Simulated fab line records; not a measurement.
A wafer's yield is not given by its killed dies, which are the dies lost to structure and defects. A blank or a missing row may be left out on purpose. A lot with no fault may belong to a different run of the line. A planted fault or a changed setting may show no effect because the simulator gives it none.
Which tool did it? -- flow n5 finfet -- 28 wafers from 10 lots sampled at 8 of the route's 1938 steps

## WHAT THE GAUGES READ, wafer by wafer
N5_BEOL_M4_RC_MEAS_101. Usual: DIBL_N 37.7 mV/V, standard deviation 2; DIBL_P 37.7 mV/V, standard deviation 2.3; IOFF_N 0.18 nA/um, standard deviation 0.039; IOFF_P 0.23 nA/um, standard deviation 0.042; ION_N 681 uA/um, standard deviation 12; ION_P 463 uA/um, standard deviation 8; SS_N 71.9 mV/dec, standard deviation 0.68; SS_P 73.6 mV/dec, standard deviation 0.71; VT_N 248 mV, standard deviation 3.2; VT_P -249 mV, standard deviation 3.1.
lot,measured,on,DIBL_N (mV/V),DIBL_P (mV/V),IOFF_N (nA/um),IOFF_P (nA/um),ION_N (uA/um),ION_P (uA/um),SS_N (mV/dec),SS_P (mV/dec),VT_N (mV),VT_P (mV),flag
L659,day 12 01:04,prober-02,42.7 36.7 42.0,41.4 34.8 40.6,0.26 0.13 0.25,0.31 0.18 0.30,704 672 707,480 465 482,73.3 71.3 72.9,74.6 72.9 74.4,244 254 245,-245 -254 -247,
L657,day 12 07:17,prober-01,36.6 38.5 40.1,36.6 38.0 42.1,0.17 0.20 0.26,0.24 0.25 0.36,669 675 688,464 460 471,72.1 72.3 72.8,72.7 73.1 73.9,249 248 243,-245 -243 -241,
L661,day 12 14:16,prober-01,36.2 37.5 41.2,35.5 38.0 40.8,0.13 0.16 0.24,0.16 0.20 0.24,658 679 677,441 457 452,72.6 72.2 72.4,73.6 72.6 74.0,254 251 245,-256 -254 -250,
L663,day 13 17:27,prober-01,38.0 36.3 39.2,39.8 37.5 41.1,0.20 0.16 0.23,0.25 0.21 0.26,684 684 700,466 469 471,72.1 72.1 72.5,75.0 73.8 75.4,244 252 245,-250 -249 -248,
L666,day 13 21:57,prober-01,37.6 40.3 38.8,36.9 38.5 38.6,0.16 0.23 0.18,0.23 0.25 0.24,664 682 670,460 461 455,72.0 72.7 71.5,74.0 74.1 73.5,250 247 251,-249 -245 -250,
L672,day 15 08:53,prober-01,40.9 37.4 37.9,40.7 36.3 36.6,0.22 0.16 0.16,0.30 0.22 0.22,692 676 679,477 468 471,72.4 71.1 71.7,74.6 73.8 73.2,244 248 250,-242 -250 -249,
L674,day 15 12:55,prober-02,37.3 38.1,36.6 37.9,0.16 0.19,0.23 0.25,680 676,463 459,72.0 72.4,74.3 73.7,252 249,-250 -246,
L671,day 15 14:21,prober-01,35.0 41.1,35.0 41.9,0.15 0.26,0.20 0.31,691 679,476 465,70.9 72.4,72.8 74.6,248 243,-250 -243,
L675,day 16 00:22,prober-01,38.0 37.0 39.6,36.7 35.4 38.5,0.18 0.16 0.20,0.22 0.20 0.24,665 677 681,457 462 463,71.2 71.2 72.0,73.7 73.1 74.4,248 248 246,-250 -249 -251,
L680,day 17 18:26,prober-02,36.5 33.3 36.9,36.5 31.9 37.3,0.16 0.12 0.19,0.26 0.17 0.26,662 680 686,460 463 475,71.5 70.8 72.2,73.6 73.0 74.0,250 248 248,-245 -251 -246,

N5_BEOL_M6_RS_MEAS_57: uses a four-point probe to measure. Usual: M6_RS gives 0.288 ohm/sq (standard deviation 0.011).
lot,measured,on,M6_RS (ohm/sq),flag
L659,day 13 05:26,film metro-02,0.295 0.293 0.292,
L657,day 13 06:34,film metro-02,0.309 0.282 0.281,
L661,day 13 14:38,film metro-01,0.284 0.289 0.283,
L663,day 14 17:19,film metro-02,0.292 0.288 0.293,
L666,day 14 19:31,film metro-02,0.278 0.294 0.269,
L672,day 16 06:19,film metro-02,0.272 0.302 0.301,
L674,day 16 09:34,film metro-02,0.283 0.285,
L671,day 16 14:27,film metro-01,0.287 0.286,
L675,day 16 20:12,film metro-01,0.285 0.295 0.284,
L680,day 18 14:46,film metro-01,0.298 0.301 0.304,

N5_BEOL_M7_CD_MEAS_11: target cd 38.5 nm. Usual: cd nm 38.8 nm, standard deviation 0.64.
lot,measured,on,cd nm (nm),flag
L659,day 13 07:37,cd sem-03,39.3 38.7 39.0,
L657,day 13 10:13,cd sem-01,39.6 38.8 38.7,
L661,day 13 16:53,cd sem-03,39.3 38.1 38.9,
L663,day 14 18:40,cd sem-01,45.7 45.8 45.8,OFF
L666,day 14 21:32,cd sem-03,44.2 44.6 45.0,OFF
L672,day 16 07:53,cd sem-01,38.1 38.0 37.9,
L674,day 16 11:26,cd sem-02,38.2 37.6,
L671,day 16 18:04,cd sem-02,37.8 38.4,
L675,day 16 22:28,cd sem-02,39.2 39.6 40.1,
L680,day 18 17:08,cd sem-03,39.5 38.6 38.8,

N5_BEOL_M7_CD_MEAS_18: pitch 80 nm, target cd 40 nm. Usual: cd nm 40.4 nm, standard deviation 0.76.
lot,measured,on,cd nm (nm),flag
L659,day 13 08:11,cd sem-03,41.3 40.5 40.7,
L657,day 13 10:47,cd sem-01,40.7 40.4 39.8,
L661,day 13 17:42,cd sem-03,40.7 40.2 40.6,
L663,day 14 19:27,cd sem-02,46.4 47.2 47.6,OFF
L666,day 14 22:11,cd sem-02,45.7 46.4 46.9,OFF
L672,day 16 08:32,cd sem-03,39.6 40.1 39.7,
L674,day 16 12:44,cd sem-03,39.8 39.3,
L671,day 16 18:43,cd sem-01,39.6 39.2,
L675,day 16 23:01,cd sem-02,41.3 41.4 41.4,
L680,day 18 17:54,cd sem-01,41.4 41.0 40.4,

N5_BEOL_M7_CD_MEAS_35: target cd 40 nm. Usual: cd nm 40.4 nm, standard deviation 0.79.
lot,measured,on,cd nm (nm),flag
L659,day 13 10:29,cd sem-01,41.2 40.8 41.0,
L657,day 13 13:02,cd sem-01,40.7 40.2 39.5,
L661,day 13 19:40,cd sem-03,41.0 39.5 40.7,
L663,day 14 20:37,cd sem-01,45.9 47.1 47.1,OFF
L666,day 14 23:42,cd sem-03,45.5 46.0 46.6,OFF
L672,day 16 12:01,cd sem-01,39.9 39.7 39.7,
L674,day 16 13:56,cd sem-02,39.4 39.2,
L671,day 16 19:51,cd sem-03,39.4 39.5,
L675,day 17 01:04,cd sem-01,41.5 41.4 41.3,
L680,day 18 20:00,cd sem-03,41.1 40.6 40.1,

## EACH LOT AND THE TOOL THAT RAN IT (in order: tool; ch and the chambers of the sampled wafers; start)
lot,N5_BEOL_M7_CURE_74,N5_BEOL_M7_HM_DEP_02,N5_BEOL_M7_EXPOSE_08
L659,"uv cure-03 ch 2, day 13 05:49","pvd sputter-02, day 13 07:05","arfi scanner-02 ch 0, day 13 07:30"
L657,"uv cure-01 ch 2, day 13 07:01","pvd sputter-01, day 13 09:42","arfi scanner-03 ch 0, day 13 10:05"
L661,"uv cure-02 ch 2, day 13 14:57","pvd sputter-02, day 13 16:21","arfi scanner-02 ch 0, day 13 16:46"
L663,"uv cure-02 ch 2, day 14 17:31","pvd sputter-02, day 14 18:18","arfi scanner-02 ch 0, day 14 18:33"
L666,"uv cure-02 ch 0, day 14 19:38","pvd sputter-03, day 14 21:10","arfi scanner-02 ch 0, day 14 21:25"
L672,"uv cure-01 ch 2, day 16 06:26","pvd sputter-01, day 16 07:23","arfi scanner-01 ch 0, day 16 07:46"
L674,"uv cure-02 ch 1, day 16 09:56","pvd sputter-03, day 16 11:03","arfi scanner-01 ch 0, day 16 11:19"
L671,"uv cure-03 ch 2, day 16 15:32","pvd sputter-02, day 16 17:44","arfi scanner-01 ch 0, day 16 17:58"
L675,"uv cure-03 ch 0, day 16 20:49","pvd sputter-03, day 16 21:57","arfi scanner-01 ch 0, day 16 22:20"
L680,"uv cure-01 ch 2, day 18 15:02","pvd sputter-01, day 18 16:38","arfi scanner-01 ch 0, day 18 17:01"
- N5_BEOL_M7_CURE_74: cures SiCOH lowk, time 240 s.
- N5_BEOL_M7_HM_DEP_02: deposits TiN, target thk 20 nm.
- N5_BEOL_M7_EXPOSE_08: exposes mask M7.

## WHAT THE TOOLS THEMSELVES READ (means of the sampled wafers that have a number; where no wafer has one, the mark that the record gives instead)
N5_BEOL_M7_CURE_74. Usual: lamp power pct 52.31 %, standard deviation 0.055; wafer_temp_C_max 386.7, standard deviation 0.58.
lot,tool,lamp power pct (%),wafer_temp_C_max,flag
L659,uv cure-03,52.29,386.4,
L657,uv cure-01,52.30,385.7,
L661,uv cure-02,52.30,386.6,
L663,uv cure-02,52.33,386.3,
L666,uv cure-02,52.26,386.7,
L672,uv cure-01,52.28,386.2,
L674,uv cure-02,52.28,385.8,
L671,uv cure-03,52.21,386.8,
L675,uv cure-03,52.30,386.7,
L680,uv cure-01,52.35,386.3,

N5_BEOL_M7_HM_DEP_02. Usual: throttle valve pct 30.2 %, standard deviation 1.1.
lot,tool,throttle valve pct (%),flag
L659,pvd sputter-02,30.3,
L657,pvd sputter-01,31.1,
L661,pvd sputter-02,30.6,
L663,pvd sputter-02,29.9,
L666,pvd sputter-03,29.7,
L672,pvd sputter-01,30.7,
L674,pvd sputter-03,29.4,
L671,pvd sputter-02,29.6,
L675,pvd sputter-03,30.0,
L680,pvd sputter-01,30.2,

N5_BEOL_M7_EXPOSE_08. Usual: exposure dose mJ cm2 68.19, standard deviation 0.068.
lot,tool,exposure dose mJ cm2,flag
L659,arfi scanner-02,68.22,
L657,arfi scanner-03,68.29,
L661,arfi scanner-02,68.19,
L663,arfi scanner-02,78.13,OFF
L666,arfi scanner-02,76.15,OFF
L672,arfi scanner-01,68.23,
L674,arfi scanner-01,68.19,
L671,arfi scanner-01,68.20,
L675,arfi scanner-01,68.22,
L680,arfi scanner-01,68.23,

## THE ANSWER, worked out from the rows above alone
Rule: lot off if the mean of its wafers having a number is beyond 3 standard deviations from the usual mean. A lot without any number at a reading at which 4 lots or more have one is off too. Any other lot the step has rows for is counted as sound. After the gauges, taken in route order, come the tools' own readings; for these a lot's mean is taken, as printed above. The first step at which some lot is off is used, and at that step the reading that is off furthest; a lot without a number counts as furthest.
Off: L663, L666, at N5_BEOL_M7_CD_MEAS_11 (cd nm).
If a tool, at a process step before that reading, ran all the lots that are off and no sound lot after the first of them, it fits. The gauges at N5_BEOL_M7_CD_MEAS_11 aren't tried: what is off there is off at N5_BEOL_M7_CD_MEAS_18 too, on other tools, and a gauge's error can't cause that. One fits: N5_BEOL_M7_EXPOSE_08 on arfi scanner-02. A fault onset in the window from L661 (day 13 16:46, its last sound lot) to L663 (day 14 18:33, its first lot off) fits.
The tool's own readings at N5_BEOL_M7_EXPOSE_08 bear it out: on the lots that are off they differ by more than 5 times the standard deviation of the sound lots' means. exposure dose mJ cm2 reads 77.14 there against 68.22 on the sound lots.

## WHAT HAD BEEN PUT IN BY THE SIMULATOR
Drift in process parameters on arfi scanner-02 at N5_BEOL_M7_EXPOSE_08, starting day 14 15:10. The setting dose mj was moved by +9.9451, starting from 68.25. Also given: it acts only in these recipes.
Lots struck among those shown: L663, L666. This agrees with what the rule above found.
